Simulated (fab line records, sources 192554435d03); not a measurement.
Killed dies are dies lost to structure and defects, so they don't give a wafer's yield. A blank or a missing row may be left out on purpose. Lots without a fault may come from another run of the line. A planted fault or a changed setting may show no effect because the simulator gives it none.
fab line records | flow n5_finfet
record lots=5 wafers=15 last_day=19
route steps=1938 shown BEOL_M10@1508
lots that met no fault: from a run of the same line without faults
start_h: hours from the record's first day to the start of the lot's first wafer shown | wait_h: hours since the lot's step before | " the same as in the row above | L1.1+2: a row that stands for several wafers | - no value, or no start given | * or withheld: withheld | < > ~ a bound
route shown NAME@n: a module of which the file shows steps, and the number in the route of the first | usual: mean/standard deviation of fault-free wafers | same: alike in all rows | chamber/n: place in a boat | sites: the reading at each site | _std_site: their standard deviation | _edge_site: outer sites' mean less inner sites' | radius_mm: how far each site lies from the wafer's centre | mask NAME#n: copy n | behind: the tool/chamber that last shaped the wafer | hold: why the lot was held/for how many hours/how that ended | device: the transistor (n, p or np) that didn't switch | end of line: the same wafers' tests at the end of the route | a step without rows: its recipe alone | killed: dies lost to structure and defects at the first sort, not the wafer's yield | map: a wafer's dies, x killed, . not, _ none there
set.NAME: the setting as run; set.NAME@STEP: as run at that earlier step | model.NAME: the simulator's own value behind a step, which no gauge read
lots at some steps of the route; a table a step, a row a wafer
services: from which hour (start_h, from the record's first day; less than 0 if before it) a tool's chamber was out of use, for how many hours, and why
## steps
# step N5_BEOL_M10_STRIP_69
# recipe chemistry=N2/H2 temp_c=40 n2_flow_sccm=200 h2_flow_sccm=200 rf_frequency_hz=6e+07
# columns lot.wafer tool chamber start_h wait_h
L076.2+3+4 rie_diel-05 3,0,2 245.28 0.1
L077.1+4+5 rie_diel-05 0,1,3 265.72 0.1
L082.3+4+5 rie_diel-04 0,1,2 292.45 0.1
L083.2+4+6 rie_diel-04 2,0,1 324.63 0.1
L097.1+3+5 rie_diel-04 1,2,3 396.12 0.1
# step N5_BEOL_M10_VIA_ETCH_34
# recipe chemistry=C4F6/O2 target=SiCOH_lowk target_depth_a=1845 mask_material=SOC taper_deg=4 time_s=69.2 ion_energy_ev=250 pressure_mtorr=30 source_w=345 bias_w=185 Ar_flow_sccm=300 C4F6_flow_sccm=10 O2_flow_sccm=10
# usual drypump_motor_current_A=5.9/0.37 oes_product_au=0.81/0.088 rf_fwd_power_W=342.5/1.1 rf_vpp_V=668/4.1 showerhead_plenum_p_Torr=2.88/0.13 throttle_valve_pct=20.81/0.2
# columns lot.wafer tool chamber start_h wait_h drypump_motor_current_A oes_product_au rf_fwd_power_W rf_hours_counter_h rf_vpp_V showerhead_plenum_p_Torr throttle_valve_pct
L076.2 rie_diel-05 3 245.29 0.0 6.3 0.97 343.5 1 664 2.91 20.71
L076.3 " 0 " " 5.5 0.73 342.0 187 673 2.94 20.72
L076.4 " 2 " " 5.8 0.88 342.7 35 675 3.03 20.86
L077.1 rie_diel-05 0 265.73 0.0 5.5 0.73 343.0 193 672 2.93 20.72
L077.4 " 1 " " 5.4 0.73 342.6 167 666 2.62 21.12
L077.5 " 3 " " 6.3 0.94 343.3 - 665 2.91 20.72
L082.3 rie_diel-04 0 292.46 0.0 6.4 0.82 342.5 86 666 2.99 20.69
L082.4 " 1 " " 6.1 1.00 341.4 0 668 3.03 20.46
L082.5 " 2 " " 6.1 0.80 343.3 - 665 2.76 21.12
L083.2 rie_diel-04 2 324.64 0.0 6.1 0.80 343.6 109 664 2.75 21.14
L083.4 " 0 " " 6.4 0.82 342.2 - 665 2.99 20.72
L083.6 " 1 " " 6.1 0.97 342.7 - 667 3.02 20.49
L097.1 rie_diel-04 1 396.13 0.0 6.1 0.90 343.7 39 666 3.01 20.51
L097.3 " 2 " " 6.1 0.77 342.0 136 665 2.74 21.18
L097.5 " 3 " " 6.0 0.91 343.1 - 670 2.78 20.49
# step N5_BEOL_M10_STRIP_73
# recipe chemistry=C4F6/O2 resist=SiARC rf_frequency_hz=6e+07
# columns lot.wafer tool chamber start_h wait_h
L076.2+3+4 rie_diel-05 3,0,2 245.34 0.0
L077.1+4+5 rie_diel-05 0,1,3 265.78 0.0
L082.3+4+5 rie_diel-04 0,1,2 292.51 0.0
L083.2+4+6 rie_diel-04 2,0,1 324.69 0.0
L097.1+3+5 rie_diel-04 1,2,3 396.19 0.0
# step N5_BEOL_M10_STRIP_36
# recipe chemistry=N2/H2 power_w=450 temp_c=40 pressure_mtorr=20 rf_frequency_hz=6e+07 overash_fraction=0.3 bias_power_w=7 h2_frac=0.5 n2_flow_sccm=200 h2_flow_sccm=200
# usual drypump_motor_current_A=5.9/0.37 oes_product_au=0.81/0.088 rf_vpp_V=59.3/1.9 showerhead_plenum_p_Torr=2.58/0.12 throttle_valve_pct=23.59/0.2
# columns lot.wafer tool chamber start_h wait_h drypump_motor_current_A oes_product_au rf_hours_counter_h rf_vpp_V showerhead_plenum_p_Torr throttle_valve_pct
L076.2 rie_diel-05 3 245.35 0.0 6.4 0.97 1 58.5 2.61 23.64
L076.3 " 0 " " 5.6 0.73 187 57.0 2.63 23.39
L076.4 " 2 " " 5.8 0.87 35 63.0 2.70 23.45
L077.1 rie_diel-05 0 265.79 0.0 5.5 0.73 193 61.0 2.63 23.46
L077.4 " 1 " " 5.4 0.73 167 58.0 2.33 23.87
L077.5 " 3 " " 6.3 0.93 - 61.2 2.60 23.65
L082.3 rie_diel-04 0 292.52 0.0 6.4 0.84 86 60.0 2.67 23.53
L082.4 " 1 " " 6.1 1.05 0 58.7 2.71 23.17
L082.5 " 2 " " 6.1 0.81 - 59.0 2.45 23.89
L083.2 rie_diel-04 2 324.70 0.0 6.1 0.80 109 58.3 2.45 23.94
L083.4 " 0 " " 6.4 0.83 - 61.3 2.66 23.51
L083.6 " 1 " " 6.1 0.97 - 57.9 2.70 23.19
L097.1 rie_diel-04 1 396.20 0.0 6.1 0.92 39 61.5 2.69 23.22
L097.3 " 2 " " 6.1 0.78 136 57.3 2.44 23.97
L097.5 " 3 " " 6.1 0.91 - 59.0 2.49 23.40
# step N5_BEOL_M10_TRENCH_ETCH_37
# recipe chemistry=C4F6/O2 target_depth_a=1488.3 target=SiCOH_lowk time_s=48 ion_energy_ev=250 pressure_mtorr=30 source_w=345 bias_w=185 Ar_flow_sccm=300 C4F6_flow_sccm=10 O2_flow_sccm=10
# usual drypump_motor_current_A=5.9/0.37 oes_product_au=0.81/0.086 rf_fwd_power_W=341.8/1.2 rf_vpp_V=668/4.2 showerhead_plenum_p_Torr=2.88/0.13 throttle_valve_pct=20.84/0.2
# columns lot.wafer tool chamber start_h wait_h drypump_motor_current_A oes_product_au rf_fwd_power_W rf_hours_counter_h rf_vpp_V showerhead_plenum_p_Torr throttle_valve_pct
L076.2 rie_diel-05 3 - - 6.3 0.97 340.8 1 663 2.91 20.77
L076.3 " 0 " " 5.5 0.74 344.1 187 673 2.93 20.76
L076.4 " 2 " " 5.8 0.87 340.8 35 674 3.03 20.86
L077.1 rie_diel-05 0 - - 5.5 0.73 342.4 193 673 2.93 20.73
L077.4 " 1 " " 5.4 0.73 342.5 167 665 2.62 21.15
L077.5 " 3 " " 6.3 0.94 342.2 - 663 2.91 20.75
L082.3 rie_diel-04 0 - - 6.4 0.84 343.4 86 665 2.99 20.74
L082.4 " 1 " " 6.1 1.01 341.2 0 667 3.03 20.48
L082.5 " 2 " " 6.1 0.81 341.4 - 666 2.76 21.15
L083.2 rie_diel-04 2 - - 6.1 0.81 344.1 109 666 2.75 21.17
L083.4 " 0 " " 6.4 0.83 342.2 - 666 2.99 20.74
L083.6 " 1 " " 6.1 0.98 343.4 - 667 3.02 20.51
L097.1 rie_diel-04 1 - - 6.1 0.90 342.3 39 666 3.01 20.53
L097.3 " 2 " " 6.1 0.77 341.5 136 664 2.74 21.21
L097.5 " 3 " " 6.0 0.91 341.8 - 670 2.78 20.51
# step N5_BEOL_M10_ETCH_41
# recipe chemistry=CH3F/O2 target=SiCN target_depth_a=426 taper_deg=2 time_s=86 ion_energy_ev=120 mask_material=TiN pressure_mtorr=30 source_w=395 bias_w=75 Ar_flow_sccm=150 CH3F_flow_sccm=30 O2_flow_sccm=20
# usual drypump_motor_current_A=5.9/0.37 oes_product_au=0.81/0.087 rf_fwd_power_W=392.7/1.3 rf_vpp_V=297.9/2 showerhead_plenum_p_Torr=2.03/0.094 throttle_valve_pct=16.23/0.19
# columns lot.wafer tool chamber start_h wait_h drypump_motor_current_A oes_product_au rf_fwd_power_W rf_hours_counter_h rf_vpp_V showerhead_plenum_p_Torr throttle_valve_pct
L076.2 rie_diel-05 3 - - 6.3 0.97 394.0 1 298.1 2.05 16.10
L076.3 " 0 " " 5.5 0.73 394.1 187 298.3 2.07 16.21
L076.4 " 2 " " 5.8 0.87 393.2 35 299.2 2.13 16.21
L077.1 rie_diel-05 0 - - 5.5 0.73 392.6 193 297.4 2.06 16.21
L077.4 " 1 " " 5.4 0.73 392.4 167 294.4 1.84 16.52
L077.5 " 3 " " 6.3 0.94 391.1 - 297.6 2.05 16.11
L082.3 rie_diel-04 0 - - 6.4 0.83 393.7 86 299.5 2.11 16.11
L082.4 " 1 " " 6.1 1.00 392.0 0 297.9 2.13 15.83
L082.5 " 2 " " 6.1 0.81 393.2 - 296.1 1.93 16.50
L083.2 rie_diel-04 2 - - 6.1 0.80 393.1 109 296.8 1.93 16.52
L083.4 " 0 " " 6.4 0.83 392.2 - 299.3 2.10 16.12
L083.6 " 1 " " 6.1 0.96 391.2 - 298.9 2.13 15.87
L097.1 rie_diel-04 1 - - 6.1 0.91 393.7 39 300.2 2.12 15.93
L097.3 " 2 " " 6.1 0.77 392.5 136 295.4 1.92 16.57
L097.5 " 3 " " 6.0 0.91 389.9 - 297.2 1.95 15.90
# step N5_BEOL_M10_STRIP_77
# recipe chemistry=N2/H2 time_s=10 power_w=450 temp_c=40 pressure_mtorr=20 rf_frequency_hz=6e+07 bias_power_w=7 n2_flow_sccm=200 h2_flow_sccm=200
# usual drypump_motor_current_A=5.9/0.37 oes_product_au=0.81/0.087 rf_vpp_V=59.3/0.94 showerhead_plenum_p_Torr=2.58/0.12 throttle_valve_pct=23.59/0.2
# columns lot.wafer tool chamber start_h wait_h drypump_motor_current_A oes_product_au rf_hours_counter_h rf_vpp_V showerhead_plenum_p_Torr throttle_valve_pct
L076.2 rie_diel-05 3 - - 6.4 0.97 1 61.3 2.61 23.64
L076.3 " 0 " " 5.5 0.73 187 58.9 2.63 23.41
L076.4 " 2 " " 5.8 0.87 35 58.8 2.70 23.46
L077.1 rie_diel-05 0 - - 5.6 0.73 193 59.4 2.63 23.42
L077.4 " 1 " " 5.4 0.73 167 59.5 2.33 23.89
L077.5 " 3 " " 6.3 0.93 - 60.5 2.60 23.67
L082.3 rie_diel-04 0 - - 6.4 0.83 86 59.4 2.67 23.51
L082.4 " 1 " " 6.1 1.02 0 60.4 2.71 23.17
L082.5 " 2 " " 6.1 0.81 - 57.9 2.46 23.89
L083.2 rie_diel-04 2 - - 6.1 0.80 109 58.4 2.45 23.91
L083.4 " 0 " " 6.4 0.82 - 60.5 2.66 23.53
L083.6 " 1 " " 6.1 0.97 - 59.3 2.70 23.20
L097.1 rie_diel-04 1 - - 6.1 0.91 39 58.6 2.69 23.21
L097.3 " 2 " " 6.1 0.78 136 57.9 2.44 23.93
L097.5 " 3 " " 6.0 0.92 - 59.8 2.49 23.38
# step N5_BEOL_M10_OCD_MEAS_38
# usual trench_depth_nm=148.9/1.9
# columns lot.wafer tool chamber start_h wait_h trench_depth_nm
L076.2 ocd-01 - 245.58 - 149.4
L076.3 " - " " 148.6
L076.4 " - " " 149.5
L077.1 ocd-01 - 266.01 - 146.2
L077.4 " - " " 146.1
L077.5 " - " " 148.7
L082.3 ocd-01 - 292.74 - 151.8
L082.4 " - " " 150.7
L082.5 " - " " 147.7
L083.2 ocd-02 - 324.92 - 149.8
L083.4 " - " " 151.6
L083.6 " - " " 151.6
L097.1 ocd-01 - 396.42 - 150.2
L097.3 " - " " 149.4
L097.5 " - " " 150.3
# step N5_BEOL_M10_HM_STRIP_39
# recipe chemistry=peroxide_tin_strip material=TiN target_depth_a=250 temp_c=50 time_s=158
# usual bath_heat_duty_pct=6.9/0.91
# columns lot.wafer tool chamber start_h wait_h bath_heat_duty_pct
L076.2 wet_bench-05 1 245.61 0.0 6.4
L076.3 " 3 " " 5.9
L076.4 " 5 " " 6.4
L077.1 wet_bench-06 6 266.05 0.0 6.2
L077.4 " 0 " " 6.3
L077.5 " 7 " " 6.6
L082.3 wet_bench-06 3 292.77 0.0 6.2
L082.4 " 2 " " 6.6
L082.5 " 4 " " 9.1
L083.2 wet_bench-01 0 324.95 0.0 6.9
L083.4 " 6 " " 7.0
L083.6 " 7 " " 7.2
L097.1 wet_bench-06 0 396.45 0.0 7.2
L097.3 " 5 " " 6.8
L097.5 " 1 " " 6.3
# step N5_BEOL_M10_SRD_40
# recipe time_s=30 temp_c=23 rinse_liquid=diw dry=ipa_marangoni
# usual bath_heat_duty_pct=3.5/0.6
# columns lot.wafer tool chamber start_h wait_h bath_heat_duty_pct
L076.2 wet_bench-05 1 245.65 0.0 2.8
L076.3 " 3 " " 3.2
L076.4 " 5 " " 3.4
L077.1 wet_bench-06 6 266.10 0.0 3.0
L077.4 " 0 " " 2.9
L077.5 " 7 " " 3.5
L082.3 wet_bench-06 3 292.82 0.0 3.2
L082.4 " 2 " " 4.0
L082.5 " 4 " " 5.3
L083.2 wet_bench-01 0 325.00 0.0 3.7
L083.4 " 6 " " 3.6
L083.6 " 7 " " 3.0
L097.1 wet_bench-06 0 396.50 0.0 3.5
L097.3 " 5 " " 3.9
L097.5 " 1 " " 2.9
# step N5_BEOL_M10_PRECLEAN_42
# recipe chemistry=residue_remover time_s=60 temp_c=40
# usual bath_heat_duty_pct=4.4/0.68
# columns lot.wafer tool chamber start_h wait_h bath_heat_duty_pct
L076.2 wet_bench-05 1 245.67 0.0 4.0
L076.3 " 3 " " 5.1
L076.4 " 5 " " 4.0
L077.1 wet_bench-06 6 266.12 0.0 4.6
L077.4 " 0 " " 3.6
L077.5 " 7 " " 4.2
L082.3 wet_bench-06 3 292.84 0.0 4.7
L082.4 " 2 " " 3.4
L082.5 " 4 " " 6.5
L083.2 wet_bench-01 0 325.02 0.0 4.8
L083.4 " 6 " " 3.9
L083.6 " 7 " " 4.5
L097.1 wet_bench-06 0 396.52 0.0 3.0
L097.3 " 5 " " 5.2
L097.5 " 1 " " 3.6
# step N5_BEOL_M10_SRD_43
# recipe time_s=30 temp_c=23 rinse_liquid=diw dry=ipa_marangoni
# usual bath_heat_duty_pct=3.6/0.59
# columns lot.wafer tool chamber start_h wait_h bath_heat_duty_pct
L076.2 wet_bench-05 1 245.69 0.0 4.2
L076.3 " 3 " " 3.6
L076.4 " 5 " " 3.6
L077.1 wet_bench-06 6 266.13 0.0 2.7
L077.4 " 0 " " 3.1
L077.5 " 7 " " 3.6
L082.3 wet_bench-06 3 292.85 0.0 2.9
L082.4 " 2 " " 3.6
L082.5 " 4 " " 4.8
L083.2 wet_bench-01 0 325.04 0.0 5.3
L083.4 " 6 " " 3.6
L083.6 " 7 " " 4.4
L097.1 wet_bench-06 0 396.54 0.0 3.6
L097.3 " 5 " " 2.8
L097.5 " 1 " " 3.3
# step N5_BEOL_M10_CD_MEAS_35
# recipe target_cd_nm=70 polarity=opening
# usual cd_nm=70.2/0.52
# columns lot.wafer tool chamber start_h wait_h cd_nm
L076.2 cd_sem-01 - 245.73 0.0 69.7
L076.3 " - " " 69.7
L076.4 " - " " 69.9
L077.1 cd_sem-03 - 266.17 0.0 70.5
L077.4 " - " " 69.8
L077.5 " - " " 70.2
L082.3 cd_sem-01 - 292.90 0.0 70.3
L082.4 " - " " 70.3
L082.5 " - " " 70.0
L083.2 cd_sem-02 - 325.08 0.0 69.4
L083.4 " - " " 69.7
L083.6 " - " " 70.3
L097.1 cd_sem-03 - 396.58 0.0 70.2
L097.3 " - " " 69.7
L097.5 " - " " 69.5
# step N5_BEOL_M10_CURE_72
# recipe temp_c=370 time_s=120 ambient=DMADMS/He material=SiCOH_lowk
# usual lamp_power_pct=52.31/0.054 wafer_temp_C_max=371.5/0.51
# columns lot.wafer tool chamber start_h wait_h lamp_power_pct wafer_temp_C_max
L076.2 uv_cure-01 1 245.98 0.2 52.27 373.1
L076.3 " 1 " " 52.31 372.7
L076.4 " 1 " " 52.41 372.9
L077.1 uv_cure-02 0 266.38 0.2 52.35 371.7
L077.4 " 0 " " 52.44 371.5
L077.5 " 0 " " 52.31 371.3
L082.3 uv_cure-02 1 293.03 0.1 52.40 371.0
L082.4 " 1 " " 52.20 370.9
L082.5 " 1 " " 52.36 371.1
L083.2 uv_cure-01 2 325.18 0.1 52.35 371.1
L083.4 " 2 " " 52.33 371.4
L083.6 " 2 " " 52.35 371.6
L097.1 uv_cure-03 0 396.62 0.0 52.19 371.5
L097.3 " 0 " " 52.36 371.7
L097.5 " 0 " " 52.16 371.7
# step N5_BEOL_M10_DEGAS_44
# recipe ambient=vacuum temp_c=250 time_s=60
# usual heater_power_w=327/30
# columns lot.wafer tool chamber start_h wait_h heater_power_w
L076.2 pvd_sputter-02 - 247.03 1.0 358
L076.3 " - " " 391
L076.4 " - " " 321
L077.1 pvd_sputter-01 - 266.81 0.4 287
L077.4 " - " " 364
L077.5 " - " " 318
L082.3 pvd_sputter-01 - 293.28 0.2 289
L082.4 " - " " 322
L082.5 " - " " 284
L083.2 pvd_sputter-01 - 325.87 0.6 327
L083.4 " - " " 316
L083.6 " - " " 292
L097.1 pvd_sputter-01 - 396.98 0.3 364
L097.3 " - " " 314
L097.5 " - " " 359
# step N5_BEOL_M10_PRE_CLEAN_45
# recipe gas=H2/He time_s=30 temp_c=250
# usual heater_power_w=327/31
# columns lot.wafer tool chamber start_h wait_h heater_power_w
L076.2 pvd_sputter-02 - 247.07 0.0 364
L076.3 " - " " 405
L076.4 " - " " 323
L077.1 pvd_sputter-01 - 266.85 0.0 287
L077.4 " - " " 370
L077.5 " - " " 322
L082.3 pvd_sputter-01 - 293.32 0.0 291
L082.4 " - " " 325
L082.5 " - " " 282
L083.2 pvd_sputter-01 - 325.91 0.0 319
L083.4 " - " " 311
L083.6 " - " " 287
L097.1 pvd_sputter-01 - 397.02 0.0 363
L097.3 " - " " 319
L097.5 " - " " 358
# step N5_BEOL_M10_ALD_74
# recipe material=TaN target_thk_a=20 temp_c=275 ald_precursor_family=PDMAT ald_co_reactant=NH3 pressure_torr=3 carrier_flow_sccm=1500 pulse_time_s=2 purge_time_s=3 co_reactant_purge_time_s=2 co_reactant_pulse_time_s=3 ald_cycles=40 precursor_vessel_temp_c=75 precursor_vessel_pressure_torr=26.25 precursor_vessel_carrier_sccm=1000
# usual heater_power_w=410/53 precursor_vessel_pressure_torr=26.25/0.054 precursor_vessel_temp_c=74.99/0.12
# same co_reactant_pulse_time_s=3
# columns lot.wafer tool chamber start_h wait_h heater_power_w precursor_vessel_pressure_torr precursor_vessel_temp_c
L076.2 ald_metal-03 1 247.14 0.0 418 26.27 75.10
L076.3 " 2 " " 437 26.24 75.08
L076.4 " 1 " " 405 26.16 75.01
L077.1 ald_metal-01 1 266.91 0.0 395 26.24 74.99
L077.4 " 2 " " 480 26.11 74.84
L077.5 " 1 " " 396 26.26 75.10
L082.3 ald_metal-01 3 293.40 0.1 339 26.28 74.88
L082.4 " 0 " " 333 26.25 74.89
L082.5 " 0 " " 337 26.20 75.08
L083.2 ald_metal-02 0 325.97 0.0 493 26.26 75.04
L083.4 " 3 " " 424 26.19 75.00
L083.6 " 1 " " 411 26.33 75.00
L097.1 ald_metal-02 3 397.08 0.0 415 26.27 74.98
L097.3 " 1 " " 393 26.23 74.89
L097.5 " 1 " " 408 26.23 74.98
# step N5_BEOL_M10_SURFACE_TREAT_76
# recipe gas=Ar time_s=* ion_energy_ev=* ion_current_ma_cm2=0.5 pressure_mtorr=* ar_flow_sccm=30
# usual throttle_valve_pct=*
# columns lot.wafer tool chamber start_h wait_h throttle_valve_pct
L076.2 pvd_sputter-03 - 247.92 0.6 *
L076.3 " - " " *
L076.4 " - " " *
L077.1 pvd_sputter-01 - 267.21 0.2 *
L077.4 " - " " *
L077.5 " - " " *
L082.3 pvd_sputter-03 - 293.76 0.2 *
L082.4 " - " " *
L082.5 " - " " *
L083.2 pvd_sputter-02 - 326.28 0.2 *
L083.4 " - " " *
L083.6 " - " " *
L097.1 pvd_sputter-02 - 397.43 0.2 *
L097.3 " - " " *
L097.5 " - " " *
# step N5_BEOL_M10_CVD_75
# recipe material=Co target_thk_a=20 temp_c=withheld precursor=CCTBA/H2 pressure_torr=30 time_s=138.9
# columns lot.wafer tool chamber start_h wait_h
L076.2+3+4 cvd_co-02 1,0,1 248.07 0.1
L077.1+4+5 cvd_co-01 0,1,0 267.28 0.0
L082.3+4+5 cvd_co-01 1,0,1 293.84 0.1
L083.2+4+6 cvd_co-01 2,1,0 326.34 0.0
L097.1+3+5 cvd_co-01 1,2,0 397.51 0.1
# step N5_BEOL_M10_SPUTTER_48
# recipe material=Cu target_thk_a=120 temp_c=-20 bias_v=60 power_w=26000 chamber_pressure_pa=0.13 time_s=2
# usual bias_v=60.0/0.61 throttle_valve_pct=30.0/1.2
# columns lot.wafer tool chamber start_h wait_h bias_v throttle_valve_pct
L076.2 pvd_sputter-01 - 248.19 0.1 60.0 29.2
L076.3 " - " " 61.4 30.2
L076.4 " - " " 60.2 27.5
L077.1 pvd_sputter-01 - 267.48 0.2 60.2 29.1
L077.4 " - " " 60.6 27.6
L077.5 " - " " 60.6 29.2
L082.3 pvd_sputter-03 - 293.96 0.1 60.2 30.3
L082.4 " - " " 60.0 30.2
L082.5 " - " " 60.6 30.2
L083.2 pvd_sputter-03 - 326.47 0.1 60.0 31.1
L083.4 " - " " 60.7 29.7
L083.6 " - " " 60.4 31.0
L097.1 pvd_sputter-02 - 397.73 0.2 59.2 31.6
L097.3 " - " " 59.8 31.4
L097.5 " - " " 60.4 31.2
# step N5_BEOL_M10_ECD_50
# recipe material=Cu target_thk_a=3180
# columns lot.wafer tool chamber start_h wait_h
L076.2+3+4 ecd_cu-02 0,1,0 248.31 0.1
L077.1+4+5 ecd_cu-01 0,1,0 267.61 0.1
L082.3+4+5 ecd_cu-01 1,0,1 294.10 0.1
L083.2+4+6 ecd_cu-01 1,1,0 326.60 0.1
L097.1+3+5 ecd_cu-01 1,0,1 397.85 0.1
# step N5_BEOL_M10_ANNEAL_51
# recipe temp_c=225 time_s=90 ambient=N2
# usual anneal_temp_c=225.01/0.16 wafer_temp_C_max=226.4/0.41
# columns lot.wafer tool chamber start_h wait_h anneal_temp_c wafer_temp_C_max
L076.2 rtp_anneal-02 0 248.53 0.2 225.13 226.8
L076.3 " 0 " " 225.22 226.9
L076.4 " 0 " " 225.12 227.0
L077.1 rtp_anneal-02 0 268.51 0.9 224.96 226.4
L077.4 " 0 " " 224.96 226.3
L077.5 " 0 " " 224.86 226.8
L082.3 rtp_anneal-02 0 294.78 0.6 224.89 226.6
L082.4 " 0 " " 224.97 226.1
L082.5 " 0 " " 224.94 226.5
L083.2 rtp_anneal-02 0 329.64 3.0 225.13 226.7
L083.4 " 0 " " 225.28 227.4
L083.6 " 0 " " 225.37 226.5
L097.1 rtp_anneal-02 0 398.58 0.7 224.86 226.4
L097.3 " 0 " " 225.19 226.8
L097.5 " 0 " " 225.13 226.5
# step N5_BEOL_M10_CMP_52
# recipe stop_on=SiCOH_lowk t_overpolish_s=7 down_force_psi=1 platen_rpm=50 clearing_platen_down_force_psi=1.5 clearing_platen_rpm=50 post_cmp_clean=cu_alkaline target_thk_nm=140 clearing_platen_pad_velocity_m_s=0.99484 pad_velocity_m_s=0.99484
# usual barrier_field_endpoint_s=29.1/0.64 motor_current_A=6.1/0.48 overpolish_run_s=7.000/0.0083 retaining_ring_pressure_frac=0.999/0.0048 time_to_endpoint_s=65.7/2.6
# columns lot.wafer tool chamber start_h wait_h barrier_field_endpoint_s motor_current_A overpolish_run_s retaining_ring_pressure_frac time_to_endpoint_s
L076.3 cmp-03 3 248.78 0.2 29.8 6.1 6.993 0.995 65.8
L076.4 " 1 " " 29.0 6.2 6.995 0.995 62.9
L076.2 " 2 " " 29.5 6.5 7.007 1.004 67.3
L077.4 cmp-04 2 268.85 0.2 28.3 7.1 6.981 0.992 63.2
L077.1 " 0 " " 29.0 6.3 6.999 0.998 66.8
L077.5 " 2 " " 28.9 6.7 7.003 0.998 62.2
L082.3 cmp-04 0 294.99 0.2 29.7 5.9 7.013 1.006 65.1
L082.4 " 1 " " 28.2 6.1 6.997 0.994 61.8
L082.5 " 1 " " 29.6 5.8 6.989 0.995 64.9
L083.4 cmp-03 1 330.19 0.3 29.2 6.2 7.009 0.998 65.7
L083.2 " 2 " " 28.8 6.7 6.990 1.010 62.6
L083.6 " 0 " " 29.0 6.7 6.991 1.002 62.8
L097.1 cmp-01 2 399.20 0.5 29.1 5.8 6.998 1.003 64.4
L097.3 " 3 " " 29.4 4.8 7.007 0.999 70.4
L097.5 " 2 " " 30.4 5.5 7.008 0.990 65.3
# step N5_BEOL_M10_THK_MEAS_53
# recipe thk_meas_gauge=xrf reads=Cu_of_BEOL_M10_ECD_50
# usual M10_THK=138.7/2
# columns lot.wafer tool chamber start_h wait_h M10_THK[nm]
L076.2 film_metro-02 - 249.08 - 139.7
L076.3 " - " " 136.9
L076.4 " - " " 138.3
L077.1 film_metro-01 - 269.11 - 135.9
L077.4 " - " " 134.9
L077.5 " - " " 138.6
L082.3 film_metro-01 - 295.28 - 139.7
L082.4 " - " " 139.5
L082.5 " - " " 137.5
L083.2 film_metro-01 - 330.41 - 141.3
L083.4 " - " " 141.4
L083.6 " - " " 141.8
L097.1 film_metro-02 - 399.45 - 139.5
L097.3 " - " " 138.0
L097.5 " - " " 138.4
# step N5_BEOL_M10_PRE_CLEAN_55
# recipe gas=NH3 time_s=15 temp_c=withheld rf_power_w=300
# usual rf_fwd_power_W=295.1/1.4
# columns lot.wafer tool chamber start_h wait_h rf_fwd_power_W
L076.2 pecvd-04 2 249.11 0.0 294.7
L076.3 " 1 " " 294.8
L076.4 " 2 " " 295.1
L077.1 pecvd-02 1 269.14 0.0 297.8
L077.4 " 2 " " 291.9
L077.5 " 1 " " 297.4
L082.3 pecvd-02 0 295.32 0.0 294.5
L082.4 " 1 " " 295.2
L082.5 " 2 " " 293.9
L083.2 pecvd-04 1 330.45 0.0 295.7
L083.4 " 2 " " 293.8
L083.6 " 0 " " 295.3
L097.1 pecvd-04 0 399.49 0.0 295.8
L097.3 " 2 " " 292.9
L097.5 " 1 " " 295.1
# step N5_BEOL_M10_DEP_56
# recipe material=SiCN target_thk_a=150 temp_c=withheld precursor=3MS/NH3 pressure_torr=3 rf_w=202 time_s=26.5
# usual rf_fwd_power_W=199.9/0.67 showerhead_plenum_p_Torr=3.669/0.014 throttle_valve_pct=9.1/0.65
# columns lot.wafer tool chamber start_h wait_h rf_fwd_power_W showerhead_plenum_p_Torr throttle_valve_pct
L076.2 pecvd-04 2 249.14 0.0 199.7 3.656 8.9
L076.3 " 1 " " 199.3 3.693 9.4
L076.4 " 2 " " 200.2 3.657 9.0
L077.1 pecvd-02 1 269.17 0.0 199.0 3.665 10.5
L077.4 " 2 " " 200.2 3.678 8.2
L077.5 " 1 " " 199.8 3.663 10.5
L082.3 pecvd-02 0 295.34 0.0 200.1 3.651 9.2
L082.4 " 1 " " 200.0 3.657 10.1
L082.5 " 2 " " 199.5 3.680 8.2
L083.2 pecvd-04 1 330.47 0.0 200.0 3.686 9.6
L083.4 " 2 " " 199.3 3.663 9.1
L083.6 " 0 " " 199.9 3.661 8.7
L097.1 pecvd-04 0 399.51 0.0 199.0 3.659 8.9
L097.3 " 2 " " 200.0 3.656 9.4
L097.5 " 1 " " 200.3 3.700 9.5
# step N5_BEOL_M10_RS_MEAS_57
# recipe thk_meas_gauge=four-point-probe reads=Cu_of_BEOL_M10_ECD_50+Co_of_BEOL_M10_CVD_75+TaN_of_BEOL_M10_ALD_74
# usual M10_RS=0.1511/0.0024
# columns lot.wafer tool chamber start_h wait_h M10_RS[ohm/sq]
L076.2 film_metro-01 - 249.21 0.1 0.1494
L076.3 " - " " 0.1531
L076.4 " - " " 0.1508
L077.1 film_metro-02 - 269.24 0.1 0.1550
L077.4 " - " " 0.1563
L077.5 " - " " 0.1522
L082.3 film_metro-01 - 295.42 0.1 0.1497
L082.4 " - " " 0.1502
L082.5 " - " " 0.1532
L083.2 film_metro-01 - 330.55 0.1 0.1485
L083.4 " - " " 0.1492
L083.6 " - " " 0.1468
L097.1 film_metro-02 - 399.59 0.1 0.1501
L097.3 " - " " 0.1526
L097.5 " - " " 0.1522
# step N5_BEOL_M10_INSPECT_58
# recipe inspect_instrument=darkfield mode=post_dep
# usual raw_defect_count=81/27
# columns lot.wafer tool chamber start_h wait_h raw_defect_count
L076.2 defect_inspect-02 - 249.24 0.0 93
L076.3 " - " " 98
L076.4 " - " " 78
L077.1 defect_inspect-02 - 269.27 0.0 87
L077.4 " - " " 109
L077.5 " - " " 87
L082.3 defect_inspect-02 - 295.44 0.0 50
L082.4 " - " " 86
L082.5 " - " " 77
L083.2 defect_inspect-01 - 330.57 0.0 35
L083.4 " - " " 46
L083.6 " - " " 29
L097.1 defect_inspect-02 - 399.61 0.0 64
L097.3 " - " " 48
L097.5 " - " " 79
## services
# columns tool chamber start_h hours kind
cvd_co-01 - 221.28 1.4 repair
rie_diel-05 3 226.36 1.8 repair
uv_cure-03 - 228.57 2.1 pm
cmp-01 - 237.79 4.0 pm
ald_metal-03 3 242.68 10.8 repair
cmp-04 - 255.24 0.7 repair
ecd_cu-01 - 255.77 4.6 repair
uv_cure-01 - 256.47 24.0 repair
wet_bench-01 - 257.21 1.9 pm
rie_diel-05 0 267.67 7.6 repair
wet_bench-01 - 268.35 1.2 repair
cmp-03 - 297.74 5.6 repair
cmp-04 - 306.38 0.4 repair
cmp-04 - 314.71 4.0 pm
ald_metal-02 2 325.38 14.6 repair
pecvd-02 1 333.33 8.4 repair
ald_metal-01 1 334.64 3.9 repair
rie_diel-05 3 337.33 15.2 repair
pecvd-04 0 344.39 3.6 repair
ald_metal-02 2 345.97 24.5 repair
ald_metal-01 - 352.36 1.1 repair
cmp-03 - 363.75 4.2 pm
ald_metal-01 - 379.11 2.8 pm
ecd_cu-01 - 394.54 0.5 repair
## key
fault none
